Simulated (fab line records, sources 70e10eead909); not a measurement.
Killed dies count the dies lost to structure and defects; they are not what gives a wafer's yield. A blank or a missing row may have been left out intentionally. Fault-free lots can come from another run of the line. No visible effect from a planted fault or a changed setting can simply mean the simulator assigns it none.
The tool behind it: which one?	flow nandHarc	13 lots with 39 wafers sampled at 5 steps, on a route of 1302 steps

== WHAT THE GAUGES READ, wafer by wafer ==
NHARC_A_CHANNEL_HOLE_D2_CD_MEAS_31.
lot	measured	on	cdNm (nm)
L140	day 13 06:28	cdSem-02	89.7 90.5 89.8
L141	day 14 03:38	cdSem-03	90.7 90.3 91.5
L143	day 14 05:28	cdSem-03	90.6 90.3 91.0
L142	day 14 07:49	cdSem-02	90.1 89.7 88.6
L147	day 16 06:42	cdSem-02	91.2 90.1 90.6
L153	day 18 14:32	cdSem-02	90.6 89.6 90.2
L155	day 19 09:58	cdSem-02	91.0 91.4 91.3
L157	day 20 04:23	cdSem-03	90.2 92.2 91.7
L156	day 20 06:39	cdSem-02	89.6 89.6 89.3
L158	day 21 06:02	cdSem-02	88.9 89.1 90.4
L160	day 22 18:28	cdSem-02	89.7 89.4 87.7
L162	day 23 10:38	cdSem-01	89.9 89.7 90.6
L163	day 23 09:44	cdSem-03	90.1 90.4 90.8

NHARC_END_SORT_01.
lot	measured	on	killedAtArray	killedAtOther	killedAtPeriphery	killedDies	killedOpen	killedShort
L143	day 25 06:49	prober-02	671 672 662	0 0 0	6 5 15	677 677 677	5 4 2	3 6 5
L147	day 27 07:16	prober-02	676 670 674	1 2 0	0 5 3	677 677 677	4 3 4	3 1 1
L153	day 29 10:23	prober-02	665 676 671	0 0 0	12 1 6	677 677 677	5 4 2	2 1 0

== WHAT TOOL EACH LOT RAN ON (gives the tool, then ch and the chambers of the sampled wafers, and finally the start) ==
lot	NHARC_A_CHANNEL_HOLE_D2_ETCH_22	NHARC_A_CHANNEL_FILL_D2_ALD_14	NHARC_A_CHANNEL_FILL_D2_CVD_18
L140	harEtch-02 ch 0, day 13 01:50	aldHk-04 ch 0,2,3, day 13 12:55	lpcvdPoly-04 ch 0, day 14 04:34
L141	harEtch-01 ch 0,1, day 13 22:57	aldHk-03 ch 1,2,3, day 14 11:04	lpcvdPoly-04 ch 0, day 15 02:29
L143	harEtch-02 ch 0,1, day 14 00:48	aldHk-01 ch 2,3, day 14 11:06	lpcvdPoly-04 ch 0, day 15 02:29
L142	harEtch-01 ch 0,1, day 14 03:25	aldHk-04 ch 0,1,2, day 14 15:18	lpcvdPoly-04 ch 0, day 15 05:35
L147	harEtch-02 ch 0,1, day 16 02:07	aldHk-01 ch 1,3, day 16 14:07	lpcvdPoly-04 ch 0, day 17 02:09
L153	harEtch-02 ch 0,1, day 18 09:55	aldHk-04 ch 1,2, day 18 21:57	lpcvdPoly-03 ch 0, day 19 12:48
L155	harEtch-02 ch 0,1, day 19 05:25	aldHk-03 ch 0,1,2, day 19 17:25	lpcvdPoly-02 ch 0, day 20 09:14
L157	harEtch-01 ch 0,1, day 19 23:44	aldHk-04 ch 0,1,2, day 20 11:50	lpcvdPoly-02 ch 0, day 21 02:56
L156	harEtch-02 ch 0,1, day 20 01:56	aldHk-01 ch 0,1, day 20 11:50	lpcvdPoly-02 ch 0, day 21 02:56
L158	harEtch-01 ch 0,1, day 21 01:32	aldHk-04 ch 0,1,3, day 21 13:41	lpcvdPoly-04 ch 0, day 22 05:26
L160	harEtch-01 ch 0,1, day 22 13:49	aldHk-03 ch 1,2, day 23 01:55	lpcvdPoly-04 ch 0, day 23 16:47
L162	harEtch-01 ch 1, day 23 02:52	aldHk-01 ch 1,2,3, day 23 17:11	lpcvdPoly-03 ch 0, day 24 05:01
L163	harEtch-02 ch 0,1, day 23 04:34	aldHk-03 ch 1,2,3, day 23 17:09	lpcvdPoly-03 ch 0, day 24 05:01
- NHARC_A_CHANNEL_HOLE_D2_ETCH_22: etches the open film in C4F8/O2/Ar, time 666.7 s, target depth 1600 nm.
- NHARC_A_CHANNEL_FILL_D2_ALD_14: deposits SiO2, target thk 2.5 nm, pulse time 10 s, ald cycles 25.
- NHARC_A_CHANNEL_FILL_D2_CVD_18: deposits poly-Si, target thk 3 nm.

== AS READ BY THE TOOLS THEMSELVES (means over the sampled wafers that have a number; for cases with no such wafer, the mark the record gives instead) ==
NHARC_A_CHANNEL_HOLE_D2_ETCH_22.
lot	tool	drypumpMotorCurrentA (A)	oesAirLineAu (a.u.)	showerheadPlenumPTorr (Torr)	throttleValvePct (%)
L140	harEtch-02	5.89	1.015	3.40	32.150
L141	harEtch-01	5.91	1.012	3.62	32.160
L143	harEtch-02	5.71	1.000	3.75	32.154
L142	harEtch-01	5.88	1.001	3.65	32.159
L147	harEtch-02	5.73	1.003	3.91	32.153
L153	harEtch-02	5.73	1.015	3.90	32.152
L155	harEtch-02	5.81	0.999	3.90	32.159
L157	harEtch-01	5.87	1.007	3.61	32.154
L156	harEtch-02	5.84	1.003	3.89	32.143
L158	harEtch-01	5.86	1.004	3.60	32.154
L160	harEtch-01	5.87	0.989	3.59	32.143
L162	harEtch-01	5.96	1.006	3.51	32.145
L163	harEtch-02	5.71	0.993	3.86	32.154

NHARC_A_CHANNEL_FILL_D2_ALD_14.
lot	tool	heaterPowerW (W)	precursorPulseHeightRel
L140	aldHk-04	519	0.993
L141	aldHk-03	460	0.998
L143	aldHk-01	443	1.004
L142	aldHk-04	538	0.990
L147	aldHk-01	418	1.006
L153	aldHk-04	544	0.993
L155	aldHk-03	470	0.988
L157	aldHk-04	522	0.989
L156	aldHk-01	469	0.983
L158	aldHk-04	481	1.006
L160	aldHk-03	452	0.986
L162	aldHk-01	437	1.001
L163	aldHk-03	475	0.999

NHARC_A_CHANNEL_FILL_D2_CVD_18.
lot	tool	spikeTcCentreC (C)
L140	lpcvdPoly-04	548.9
L141	lpcvdPoly-04	550.0
L143	lpcvdPoly-04	549.8
L142	lpcvdPoly-04	549.7
L147	lpcvdPoly-04	549.1
L153	lpcvdPoly-03	549.4
L155	lpcvdPoly-02	552.8
L157	lpcvdPoly-02	552.2
L156	lpcvdPoly-02	551.9
L158	lpcvdPoly-04	550.3
L160	lpcvdPoly-04	551.0
L162	lpcvdPoly-03	550.4
L163	lpcvdPoly-03	550.0

== THE ANSWER, worked out from the rows above alone ==
Rule: what is usual is taken from the lots themselves. The widest of any qualifying gaps counts: lots, ordered by their means at a reading, are off when they make up no more than a third of the lots, leave a main group of 4 or more, and stand apart from it by 3 or more times the standard deviation of that group's means. If all means in a main group match to the digits the tables above print for the reading, that group is not used. A lot without any number at a reading at which 4 lots or more have one is off too. All remaining lots with rows at the step are treated as sound. First the gauges in route order, then the tools' own readings, where a lot's mean is used as printed above. The first step at which some lot is off is used, and at that step the reading that is off furthest; a lot without a number counts as furthest.
Nothing can be told from this: no lot is off at any reading shown.

== WHAT HAD BEEN PUT IN BY THE SIMULATOR ==
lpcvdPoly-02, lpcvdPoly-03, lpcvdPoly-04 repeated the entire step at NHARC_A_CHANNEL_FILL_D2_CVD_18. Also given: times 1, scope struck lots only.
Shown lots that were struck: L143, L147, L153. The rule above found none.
